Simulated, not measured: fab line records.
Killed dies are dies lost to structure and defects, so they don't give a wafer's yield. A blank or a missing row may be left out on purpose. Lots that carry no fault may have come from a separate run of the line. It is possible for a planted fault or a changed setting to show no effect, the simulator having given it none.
Matching of chambers    flow n5-finfet    N5_HKMG_FIN_ALD_79 on ald-metal-04: 4 sister chambers
The step deposits TiN, target thk 1.5 nm, pulse time 1 s, purge time 3 s. 4 wafers are shown with their chamber, then 9 later ones without.

## EACH WAFER AND ITS CHAMBER
wafer   chamber  heater-power-w (W)
L085.6  2        850
L088.1  1        801
L088.2  3        825
L088.3  0        817

## WAFERS WHOSE CHAMBER IS MISSING
wafer   heater-power-w (W)
L089.1  809
L089.3  832
L089.4  857
L090.2  783
L090.3  810
L090.5  854
L095.3  833
L095.5  814
L095.6  792

## EACH ONE'S CHAMBER
wafer   from the rows above           in truth
L089.1  can't be placed: 0 or 1 or 3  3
L089.3  can't be placed: 3 or 0 or 2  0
L089.4  2                             2
L090.2  can't be placed: 1 or 0       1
L090.3  can't be placed: 0 or 1 or 3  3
L090.5  2                             2
L095.3  can't be placed: 3 or 0 or 2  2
L095.5  can't be placed: 0 or 3 or 1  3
L095.6  can't be placed: 1 or 0       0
2 of 9 placed correctly. From these rows, 7 cannot be placed; in 7 the true chamber is one of the candidates. Wrongly placed: 0.
How it was worked out, from the rows above alone: a wafer's distance from a chamber is the root of the sum, over the readings, of the square of ((its reading less the chamber's mean) divided by the reading's scatter). If the next closest chamber is less than 2 further off than the closest, the wafer can't be placed; otherwise it belongs to the closest. A chamber's mean is the mean of its shown wafers. The scatter (one wafer shown for each chamber): square how far every hidden wafer sits from the nearest shown wafer, average those squares and take the square root.
